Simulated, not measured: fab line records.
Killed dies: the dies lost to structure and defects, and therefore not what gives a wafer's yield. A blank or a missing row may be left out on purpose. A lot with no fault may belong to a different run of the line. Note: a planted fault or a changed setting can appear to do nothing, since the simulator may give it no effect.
Chamber matching    flow nand_harc    NHARC_A_STAIRCASE_DEP_301 on pecvd-01 has 3 sister chambers
The step deposits SiON, target thk 30 nm. 3 wafers are shown with their chamber, then 9 later ones without.

WAFERS WITH THEIR CHAMBER
wafer   chamber  heater_power_w (W)
L082.6  2        935
L081.4  0        668
L081.5  1        595

WAFERS WITHOUT THEIR CHAMBER
wafer   heater_power_w (W)
L085.1  748
L085.2  560
L085.3  889
L089.2  642
L089.3  605
L089.5  656
L094.1  716
L094.3  887
L094.5  695

WHICH CHAMBER EACH ONE RAN IN
wafer   from the rows above      in truth
L085.1  can't be placed: 0 or 1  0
L085.2  can't be placed: 1 or 0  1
L085.3  2                        2
L089.2  can't be placed: 0 or 1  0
L089.3  can't be placed: 1 or 0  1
L089.5  can't be placed: 0 or 1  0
L094.1  can't be placed: 0 or 1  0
L094.3  2                        2
L094.5  can't be placed: 0 or 1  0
Correctly placed: 2 of 9. Can't be placed from these rows: 7 (the true chamber is among the candidates in 7). Number placed wrongly: 0.
How it was worked out, from the rows above alone: a wafer's distance from a chamber is the root of the sum, over the readings, of the square of ((its reading less the chamber's mean) divided by the reading's scatter). If the next closest chamber is less than 2 further off than the closest, the wafer can't be placed; otherwise it belongs to the closest. Each chamber's mean is taken over the wafers shown for it. The scatter: root of mean squared gap, hidden wafer to nearest shown wafer, with one shown wafer a chamber.
